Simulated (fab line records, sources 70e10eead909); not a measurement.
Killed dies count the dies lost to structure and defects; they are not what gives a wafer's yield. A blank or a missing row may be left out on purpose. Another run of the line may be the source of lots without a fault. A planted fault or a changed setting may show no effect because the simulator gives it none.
Matching of chambers ; flow nand_harc ; 4 sister chambers for NHARC_THIN_TSV_ETCHBACK_48 on rie_diel-10
The step etches the open film in C4F8/Ar, target depth 1028.5 nm, time 405.17 s. 4 wafers are shown with their chamber, then 7 later ones without.

WAFERS WITH THEIR CHAMBER
wafer;chamber;rf_vpp_V (V)
L817.2;0;545.5
L817.4;3;550.5
L831.1;1;549.6
L831.2;2;548.6

WAFERS MISSING THEIR CHAMBER
wafer;rf_vpp_V (V)
L831.3;545.6
L830.3;546.8
L830.5;550.3
L830.6;545.3
L832.3;545.2
L832.4;549.4
L832.6;548.7

WHICH CHAMBER EACH WENT THROUGH
wafer;from the rows above;in truth
L831.3;0;0
L830.3;can't be placed: 0 or 2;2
L830.5;can't be placed: 3 or 1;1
L830.6;0;0
L832.3;0;0
L832.4;can't be placed: 1 or 2 or 3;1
L832.6;can't be placed: 2 or 1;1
Correct placement for 3 of the 7. Cannot be placed on the basis of these rows: 4; the candidates contain the true chamber in 4. 0 placed wrongly.
How it was worked out, from the rows above alone: a wafer's distance from a chamber is the root of the sum, over the readings, of the square of ((its reading less the chamber's mean) divided by the reading's scatter). If the next closest chamber is less than 2 further off than the closest, the wafer can't be placed; otherwise it belongs to the closest. For every chamber, the mean is computed from those of its wafers that are shown. The scatter (one wafer shown for each chamber): square how far every hidden wafer sits from the nearest shown wafer, average those squares and take the square root.
